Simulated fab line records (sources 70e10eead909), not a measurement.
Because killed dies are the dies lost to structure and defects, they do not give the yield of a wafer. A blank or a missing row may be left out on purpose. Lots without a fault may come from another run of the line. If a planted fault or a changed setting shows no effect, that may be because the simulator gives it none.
Matching of chambers ; flow nand harc ; rie diel-01 running NHARC_A_CONTACT_ETCH_75: 4 sister chambers
The step etches the open film in CF4, target depth 39 nm, time 65 s. 8 wafers are shown with their chamber, then 10 later ones without.

## WAFERS PAIRED WITH THEIR CHAMBERS
wafer;chamber;drypump motor current A (A);showerhead plenum p Torr (Torr)
L077.3;3;5.23;1.65
L080.4;3;5.24;1.64
L082.1;2;6.20;1.68
L085.1;2;6.19;1.68
L085.2;1;5.83;1.70
L085.3;0;6.07;1.80
L090.3;1;5.81;1.70
L090.5;0;6.06;1.80

## WAFERS WHOSE CHAMBER IS MISSING
wafer;drypump motor current A (A);showerhead plenum p Torr (Torr)
L090.6;5.84;1.70
L093.3;5.26;1.64
L093.4;5.83;1.70
L093.6;5.21;1.64
L095.1;6.16;1.68
L095.4;6.06;1.79
L095.6;6.07;1.79
L096.2;5.82;1.70
L096.3;5.25;1.91
L096.6;6.06;1.79

## WHICH CHAMBER EACH ONE RAN IN
wafer;from the rows above;in truth
L090.6;1;1
L093.3;3;3
L093.4;1;1
L093.6;3;3
L095.1;2;2
L095.4;0;0
L095.6;0;0
L096.2;1;1
L096.3;3;3
L096.6;0;0
Correct placement for 10 of the 10. Not placeable from these rows: 0. Placed wrongly: 0.
How it was worked out, from the rows above alone: a wafer's distance from a chamber is the root of the sum, over the readings, of the square of ((its reading less the chamber's mean) divided by the reading's scatter). If the next closest chamber is less than 2 further off than the closest, the wafer can't be placed; otherwise it belongs to the closest. For every chamber, the mean is computed from those of its wafers that are shown. The scatter: take each reading less its chamber's mean, square it, sum over the shown wafers, divide by the number of wafers less the number of chambers, and take the root.
